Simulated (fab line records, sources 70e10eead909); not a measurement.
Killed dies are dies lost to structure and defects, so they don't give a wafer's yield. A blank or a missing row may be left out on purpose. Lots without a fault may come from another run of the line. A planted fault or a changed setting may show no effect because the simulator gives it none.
A struck lot beside a sound one | flow nand_harc | 14 steps out of a route of 1302
Sound: wafers L291.3, L291.5, L291.6. Struck: wafers L283.1, L283.2, L283.5. The cause comes at the end.
At each step with rows: each side's tool, then ch and its chambers, then its first start. Under that, the readings that differ: sound wafers | struck wafers | difference of the means | sigmas: that difference in standard deviations of wafers without a fault.
alike: readings whose means differ by less than 2 such deviations, and words and numbers that are the same on both sides. not compared: withheld readings, readings that some wafer has no value for, bounds like >300 that may hide the same value, and numbers for which the record gives no deviation and whose values overlap.
The two part at a step that has a row with sigmas, a row that says differs or no value, or rows on one side only. Numbers that don't overlap but have no deviation are shown without sigmas and don't part them. A reading that every wafer of one side lacks parts them only if that side has two wafers or more.

first, 9 steps without rows for these wafers: NHARC_A_STAIRCASE_DEHYDRATE_209 (time 120 s); NHARC_A_STAIRCASE_HMDS_210 (time 30 s); NHARC_A_STAIRCASE_COAT_211; NHARC_A_STAIRCASE_SOFTBAKE_212 (time 170 s); NHARC_A_STAIRCASE_EBR_213; NHARC_A_STAIRCASE_EXPOSE_214 (exposes mask STAIR 3); NHARC_A_STAIRCASE_PEB_215 (peb time 130 s); NHARC_A_STAIRCASE_DEVELOP_216 (time 140 s); NHARC_A_STAIRCASE_HARDBAKE_218 (time 140 s).
NHARC_A_STAIRCASE_DESCUM_219: chemistry O2, time 3 s.
  sound on rie_diel-06 ch 0,1, day 24 20:39; struck on rie_diel-06 ch 0,1, day 20 22:37
  alike: drypump_motor_current_A, mfc_ar_sccm, oes_product_au, rf_vpp_V, showerhead_plenum_p_Torr, throttle_valve_pct
  not compared: rf_hours_counter_h
NHARC_A_STAIRCASE_TRIM_220: chemistry O2, time 211.2 s.
  sound on rie_diel-06 ch 2,3, day 24 20:44; struck on rie_diel-06 ch 0,1,3, day 20 22:43
  alike: drypump_motor_current_A, mfc_ar_sccm, oes_product_au, rf_vpp_V, showerhead_plenum_p_Torr, throttle_valve_pct
  not compared: rf_hours_counter_h
NHARC_A_STAIRCASE_ETCH_221: etches the open film in C4F8/O2, target depth 100 nm, time 40.5 s.
  sound on rie_diel-06 ch 0,3, day 24 20:53; struck on rie_diel-06 ch 0,1, day 20 22:51
  no value came back on the struck wafers for bias_w (W), chamber_pressure_mTorr (mTorr), oes_product_au (a.u.), rf_vpp_V (V); on the sound wafers bias_w (W) reads 999 1004 1004
  not compared: rf_hours_counter_h
NHARC_A_STAIRCASE_TRIM_222: chemistry O2, time 211.2 s.
  sound on rie_diel-06 ch 0,3; struck on rie_diel-06 ch 0,3
  reading                | sound                | struck               | difference | sigmas
  throttle_valve_pct (%) | 17.016 17.027 17.039 | 17.050 17.050 17.036 | +0.018     | +2
  alike: drypump_motor_current_A, mfc_ar_sccm, oes_product_au, rf_vpp_V, showerhead_plenum_p_Torr
  not compared: rf_hours_counter_h
-- the record jumps here: 9 days lie between the struck wafers' starts before and after (it left off in module A_STAIRCASE and takes up again in module END, whose first step shown is number 1302 of the route) --
NHARC_END_SORT_01:
  sound on prober-01 ch 0, day 34 14:13; struck on prober-02 ch 0, day 29 15:43
  reading         | sound    | struck                                                               | difference                   | sigmas
  hold            | - - -    | await_dispo/4.6h/scrap await_dispo/4.6h/scrap await_dispo/4.6h/scrap | no value on the sound wafers |
  killed_at_array | 42 35 49 | 674 668 671                                                          | +629                         | +31
  killed_dies     | 46 41 52 | 677 677 677                                                          | +631                         | +32
  alike: killed_at_other, killed_at_periphery, killed_open, killed_short

WHERE THEY PART
First at NHARC_A_STAIRCASE_ETCH_221; last, within this record, at NHARC_END_SORT_01.

WHY: what the simulator had put in
Skipped step whole: rie_diel-06, from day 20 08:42 on, at NHARC_A_STAIRCASE_ETCH_221. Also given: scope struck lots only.
